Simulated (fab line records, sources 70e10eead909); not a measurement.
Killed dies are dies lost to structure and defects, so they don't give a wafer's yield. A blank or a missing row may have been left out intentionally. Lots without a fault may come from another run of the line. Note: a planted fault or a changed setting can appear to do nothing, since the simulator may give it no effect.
Comparing a struck lot with a sound one || flow nand harc || 21 out of 1302 route steps
Sound: the wafers L599.1, L599.2, L599.3. Struck: wafers L612.1, L612.2, L612.4. At the end, the cause is stated.
For every step that has rows: the tool of each side, followed by ch and its chambers, followed by its first start. Under that, the readings that differ: sound wafers || struck wafers || difference of the means || sigmas: that difference in standard deviations of wafers without a fault.
alike: same words and numbers on both sides, and readings whose means sit less than 2 such deviations apart. not compared: any withheld reading, any reading some wafer has no value for, any bound like >300 that may hide the same value, and any number with overlapping values for which the record gives no deviation.
Wherever a step has rows on one side only, a row that says differs or no value, or a row with sigmas, the two part there. When numbers do not overlap yet have no deviation, they are printed without sigmas and do not part them. A reading that every wafer of one side lacks parts them only if that side has two wafers or more.

NHARC_P_CONTACT_CMP_24: polishes, t overpolish 30 s, target thk 200 nm.
  sound on cmp-04 ch 0,1,3, day 6 00:32; struck on cmp-03 ch 0,1,2, day 11 08:11
  alike: motor current A, overpolish run s, time to endpoint s
then, 1 step without rows for these wafers: NHARC_P_CONTACT_SRD_26.
NHARC_P_CONTACT_INSPECT_27:
  sound on defect inspect-02, day 6 00:56; struck on defect inspect-01, day 11 08:34
{"reading": "raw defect count", "sound": "231 190 198", "struck": "566 422 454", "difference": "+274", "sigmas": "+2"}
then, 8 steps without rows for these wafers: NHARC_P_M0_DEP_00 (deposits SiOC, target thk 150 nm); NHARC_P_M0_DEHYDRATE_01 (time 120 s); NHARC_P_M0_HMDS_02 (time 30 s); NHARC_P_M0_COAT_33 (time 65 s); NHARC_P_M0_COAT_03 (resist thk 90 nm); NHARC_P_M0_SOFTBAKE_04 (time 55 s); NHARC_P_M0_EBR_05; NHARC_P_M0_EXPOSE_06 (exposes mask P M0, target cd 90 nm).
NHARC_P_M0_PEB_07: peb time 65 s.
  sound on litho track-04 ch 0, day 6 01:38; struck on litho track-01 ch 0, day 11 09:23
then, 1 step without rows for these wafers: NHARC_P_M0_DEVELOP_08 (develop time 35 s).
NHARC_P_M0_CD_MEAS_09 targets a cd of 90 nm.
  sound on cd sem-02 ch 0, day 6 01:43; struck on cd sem-03 ch 0, day 11 09:28
{"reading": "cd nm (nm)", "sound": "89.0 88.2 89.6", "struck": "94.9 95.5 96.0", "difference": "+6.5", "sigmas": "+9"}
NHARC_P_M0_OVL_MEAS_10: pitch 180 nm.
  sound on overlay-01, day 6 01:48; struck on overlay-02, day 11 09:33
  alike: overlay x nm, overlay y nm
NHARC_P_M0_INSPECT_11:
  sound on defect inspect-01, day 6 01:50; struck on defect inspect-02, day 11 09:35
{"reading": "raw defect count", "sound": "1 3 3", "struck": "12 10 9", "difference": "+8", "sigmas": "+3"}
NHARC_P_M0_DESCUM_14: chemistry O2, time 3 s.
  sound on rie diel-01 ch 1,2,3, day 6 01:55; struck on rie diel-07 ch 0,2,3, day 11 09:39
{"reading": "drypump motor current A (A)", "sound": "6.5 6.0 6.5", "struck": "5.1 5.6 5.8", "difference": -0.8, "sigmas": -3}
{"reading": "rf hours counter h (h)", "sound": "26 25 23", "struck": "50 45 44", "difference": "+22", "sigmas": ""}
{"reading": "model.P_M0.cd nm (nm)", "sound": "89.58 88.06 90.26", "struck": "95.65 95.83 95.68", "difference": "+6.42", "sigmas": ""}
  alike: oes product au, rf vpp V, showerhead plenum p Torr, throttle valve pct
NHARC_P_M0_ETCH_34: etches the open film in N2/H2, target depth 40 nm, overetch 12 nm, time 43.94 s.
  sound on rie diel-01 ch 1,2,3, day 6 01:59; struck on rie diel-07 ch 0,1,2, day 11 09:44
{"reading": "drypump motor current A (A)", "sound": "6.5 6.4 6.0", "struck": "5.7 5.1 6.0", "difference": -0.7, "sigmas": -2}
{"reading": "rf hours counter h (h)", "sound": "23 26 25", "struck": "45 50 45", "difference": "+22", "sigmas": ""}
  alike: oes product au, rf vpp V, showerhead plenum p Torr, throttle valve pct
NHARC_P_M0_ETCH_15: etches the open film in C4F8/Ar, target depth 150 nm, overetch 15 nm, time 82.5 s.
  sound on rie diel-01 ch 0,1,3; struck on rie diel-07 ch 1,2,3
{"reading": "rf hours counter h (h)", "sound": "25 27 24", "struck": "44 45 45", "difference": "+19", "sigmas": ""}
{"reading": "model.P_M0.cd nm (nm)", "sound": "88.96 88.05 90.07", "struck": "94.93 95.74 95.72", "difference": "+6.44", "sigmas": ""}
  alike: oes product au, rf vpp V
NHARC_P_M0_CD_MEAS_16:
  sound on cd sem-03, day 6 02:15; struck on cd sem-02, day 11 09:57
{"reading": "cd nm (nm)", "sound": "88.9 88.1 90.1", "struck": "95.1 95.8 95.8", "difference": "+6.5", "sigmas": "+8"}
then, 1 step without rows for these wafers: NHARC_END_SORT_01.

## WHERE THEY PART
Earliest at NHARC_P_CONTACT_INSPECT_27; latest, in this record, at NHARC_P_M0_CD_MEAS_16.

WHY: whatever the simulator had introduced
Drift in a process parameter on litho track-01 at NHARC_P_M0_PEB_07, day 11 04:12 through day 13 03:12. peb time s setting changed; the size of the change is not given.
